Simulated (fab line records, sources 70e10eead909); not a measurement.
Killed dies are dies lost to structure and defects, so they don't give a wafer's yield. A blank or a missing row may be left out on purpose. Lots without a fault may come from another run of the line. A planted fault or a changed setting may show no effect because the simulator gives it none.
A struck lot beside a sound one | flow nand_harc | 21 steps out of a route of 1302
Sound: wafers L399.1, L399.2, L399.3. Struck: wafers L391.4, L391.5, L391.6. The cause comes at the end.
At each step with rows: each side's tool, then ch and its chambers, then its first start. Under that, the readings that differ: sound wafers | struck wafers | difference of the means | sigmas: that difference in standard deviations of wafers without a fault.
alike: readings whose means differ by less than 2 such deviations, and words and numbers that are the same on both sides. not compared: withheld readings, readings that some wafer has no value for, bounds like >300 that may hide the same value, and numbers for which the record gives no deviation and whose values overlap.
The two part at a step that has a row with sigmas, a row that says differs or no value, or rows on one side only. Numbers that don't overlap but have no deviation are shown without sigmas and don't part them. A reading that every wafer of one side lacks parts them only if that side has two wafers or more.

NHARC_P_CONTACT_CMP_24: polishes, t overpolish 30 s, target thk 200 nm.
  sound on cmp-01 ch 0,1,2, day 11 06:56; struck on cmp-04 ch 0,1,2, day 7 23:44
  alike: motor_current_A, overpolish_run_s, retaining_ring_pressure_frac, time_to_endpoint_s
then, 1 step without rows for these wafers: NHARC_P_CONTACT_SRD_26.
NHARC_P_CONTACT_INSPECT_27:
  sound on defect_inspect-01, day 11 07:20; struck on defect_inspect-02, day 8 00:04
  reading          | sound       | struck      | difference | sigmas
  raw_defect_count | 452 746 562 | 359 155 158 | -363       | -3
then, 8 steps without rows for these wafers: NHARC_P_M0_DEP_00 (deposits SiOC, target thk 150 nm); NHARC_P_M0_DEHYDRATE_01 (time 120 s); NHARC_P_M0_HMDS_02 (time 30 s); NHARC_P_M0_COAT_33 (time 65 s); NHARC_P_M0_COAT_03 (resist thk 90 nm); NHARC_P_M0_SOFTBAKE_04 (time 55 s); NHARC_P_M0_EBR_05; NHARC_P_M0_EXPOSE_06 (exposes mask P M0, target cd 90 nm).
NHARC_P_M0_PEB_07: peb time 65 s.
  sound on litho_track-06 ch 0, day 11 08:02; struck on litho_track-01 ch 0, day 8 00:53
  reading                  | sound             | struck            | difference | sigmas
  chill_plate_temp_C (C)   | 23.00 22.95 22.88 | 23.16 23.09 23.15 | +0.19      | +2
  heater_power_total_W (W) | 156.3 156.5 156.0 | 162.9 161.6 162.9 | +6.2       | +15
then, 1 step without rows for these wafers: NHARC_P_M0_DEVELOP_08 (develop time 35 s).
NHARC_P_M0_CD_MEAS_09: target cd 90 nm.
  sound on cd_sem-02 ch 0, day 11 08:07; struck on cd_sem-01 ch 0, day 8 00:58
  reading    | sound          | struck         | difference | sigmas
  cd_nm (nm) | 90.4 90.6 89.6 | 87.4 87.4 87.7 | -2.7       | -4
NHARC_P_M0_OVL_MEAS_10: pitch 180 nm.
  sound on overlay-02, day 11 08:13; struck on overlay-02, day 8 01:04
  alike: overlay_x_nm, overlay_y_nm
NHARC_P_M0_INSPECT_11:
  sound on defect_inspect-01, day 11 08:15; struck on defect_inspect-02, day 8 01:05
  alike: raw_defect_count
NHARC_P_M0_DESCUM_14: chemistry O2, time 3 s.
  sound on rie_diel-13 ch 0,1,2, day 11 08:19; struck on rie_diel-05 ch 0,1, day 8 01:09
  reading                     | sound            | struck            | difference | sigmas
  drypump_motor_current_A (A) | 6.1 6.0 5.8      | 4.7 4.8 4.7       | -1.2       | -3
  model.P_M0.cd_nm (nm)       | 90.27 89.9 88.87 | 87.06 88.13 86.85 | -2.33      |
  alike: oes_product_au, rf_vpp_V, showerhead_plenum_p_Torr, throttle_valve_pct
  not compared: rf_hours_counter_h
NHARC_P_M0_ETCH_34: etches the open film in N2/H2, target depth 40 nm, overetch 12 nm, time 43.94 s.
  sound on rie_diel-13 ch 0,1,3, day 11 08:24; struck on rie_diel-05 ch 1,2, day 8 01:14
  alike: drypump_motor_current_A, oes_product_au, rf_fwd_power_W, rf_vpp_V, showerhead_plenum_p_Torr, throttle_valve_pct
  not compared: rf_hours_counter_h
NHARC_P_M0_ETCH_15: etches the open film in C4F8/Ar, target depth 150 nm, overetch 15 nm, time 82.5 s.
  sound on rie_diel-13 ch 0,1,3; struck on rie_diel-05 ch 1,2
  reading               | sound             | struck            | difference | sigmas
  model.P_M0.cd_nm (nm) | 90.58 90.17 88.88 | 86.93 87.72 86.88 | -2.70      |
  alike: oes_product_au, rf_fwd_power_W, rf_vpp_V
  not compared: rf_hours_counter_h
NHARC_P_M0_CD_MEAS_16:
  sound on cd_sem-01, day 11 08:37; struck on cd_sem-03, day 8 01:28
  reading    | sound          | struck         | difference | sigmas
  cd_nm (nm) | 90.7 90.0 88.7 | 87.0 87.4 87.3 | -2.6       | -3
-- the record jumps here: 18 days lie between the struck wafers' starts before and after (it left off in module P_M0 and takes up again in module END, whose first step shown is number 1302 of the route) --
NHARC_END_SORT_01:
  sound on prober-02 ch 0, day 29 22:00; struck on prober-02 ch 0, day 26 05:18
  alike: defect_limited_yield, killed_at_array, killed_at_other, killed_at_periphery, killed_dies, killed_open, killed_short, sort_bin_2_pct, sort_bin_3_pct, sort_bin_4_pct, sort_n_pass, sort_rim_yield_pct, sort_yield_pct

WHERE THEY PART
First at NHARC_P_CONTACT_INSPECT_27; last, within this record, at NHARC_P_M0_CD_MEAS_16. Later steps at which nothing parts them and some readings are alike: NHARC_END_SORT_01.

WHY: what the simulator had put in
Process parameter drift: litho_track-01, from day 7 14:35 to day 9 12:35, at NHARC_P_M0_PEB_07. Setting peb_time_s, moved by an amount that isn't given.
